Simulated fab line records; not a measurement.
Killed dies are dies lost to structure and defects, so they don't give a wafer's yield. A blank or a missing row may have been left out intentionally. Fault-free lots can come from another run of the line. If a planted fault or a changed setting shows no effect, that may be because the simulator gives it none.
8D (eight disciplines) problem report, filled in by code ; flow nandHarc ; the parts of the form that need people (team, actions taken, sign-off) are left out

== 1. THE ISSUE ==
Mean of killedAtArray at NHARC_END_SORT_01: 122 across 2 wafers in 2 lots; on wafers with no fault it is 54 (standard deviation 12). That is +5.6 standard deviations from the usual mean.
Earliest sighting: wafer L751.4 on prober-02 at day 28 06:14. Wafers with a number at this step in the record: 6, from 2 lots. Rule for "out", or "out of limits": more than 4 standard deviations from the usual mean. The rest of the wafers with a number are treated as sound.

== 2. WHAT IT IS, WHAT IT ISN'T ==
question;is;is not
which readings at this step;killedAtArray, killedDies;killedAtOther, killedAtPeriphery, killedOpen, killedShort
which lots;L751, L752;-
which wafers of those lots;L751.4, L752.5;L751.1, L751.3, L752.3, L752.6
read on which gauges;prober-01, prober-02;-
when;from day 28 06:14;"up to then (2 sound wafers); but 2 sound wafers of L752 came after"

== 3. SUSPECTS, AND WHAT RULES EACH OUT ==
Counting: a tool at a process step up to the reading stays a suspect if it ran every lot that is out. Sound lots after the first of them don't rule it out here, since some wafers of a struck lot are sound.
- the gauge at NHARC_END_SORT_01 is ruled out. Those wafers that are out were read across 2 gauges (prober-01, prober-02).
- rieDiel-06 at NHARC_A_STAIRCASE_ETCH_273 (etches the open film in C4F8/O2/Ar, target depth 10200 nm, time 2468.6 s): kept. It ran every lot that is out, first L751 (day 20 13:20).
- cmp-01 at NHARC_A_BONDPAD_CMP_19 (polishes, t overpolish 30 s, cu recess touch 16 s, target thk 169.82 nm): kept. It ran every lot that is out, first L751 (day 27 02:16).
- rtpAnneal-01 at NHARC_THIN_TSV_ANNEAL_52 (time 90 s): kept. It ran every lot that is out, first L751 (day 27 17:15).
- rieDiel-06, NHARC_A_STAIRCASE_ETCH_273: wafers that are out in chamber 1, sound lot-mates in chambers 2, 3.
After the count, these remain: rieDiel-06 at NHARC_A_STAIRCASE_ETCH_273, cmp-01 at NHARC_A_BONDPAD_CMP_19 and rtpAnneal-01 at NHARC_THIN_TSV_ANNEAL_52.

== 4. THE CAUSE (what the simulator had put in) ==
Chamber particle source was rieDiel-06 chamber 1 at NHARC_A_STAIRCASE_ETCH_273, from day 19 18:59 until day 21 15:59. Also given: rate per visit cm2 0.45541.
Counting left 3 suspects, and this tool is among them.

== 5. THE CHAIN OF EFFECTS, in route order ==
Each row: a reading where the mean over the struck wafers with a number is more than 3 standard deviations away from the usual. Only readings whose record carries a usual standard deviation are examined. hours: median over the lots of the time between each lot's start at the first step of this table that gives one and its start at this step. sigmas: the change, counted in usual standard deviations.
hours;step;reading;usual;on struck wafers;change;sigmas
0;NHARC_END_SORT_01;killedAtArray;54;122;+68;+5.6
0;NHARC_END_SORT_01;killedDies;59;125;+66;+5.1

== 6. HOW IT WOULD HAVE BEEN CAUGHT EARLIER ==
In this record the first reading out of limits at a measuring or inspecting step was taken at day 28 06:14, 203 hours after the fault began at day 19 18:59.
An alarm limit of 4 standard deviations would not have fired on the tool readings at NHARC_A_STAIRCASE_ETCH_273 for which the record gives a usual standard deviation, since none of them was out on any struck wafer.
Lots out: 2; all had begun NHARC_A_STAIRCASE_ETCH_273 on rieDiel-06 by day 28 06:14. None of them would have been spared by holding the tool at that moment.
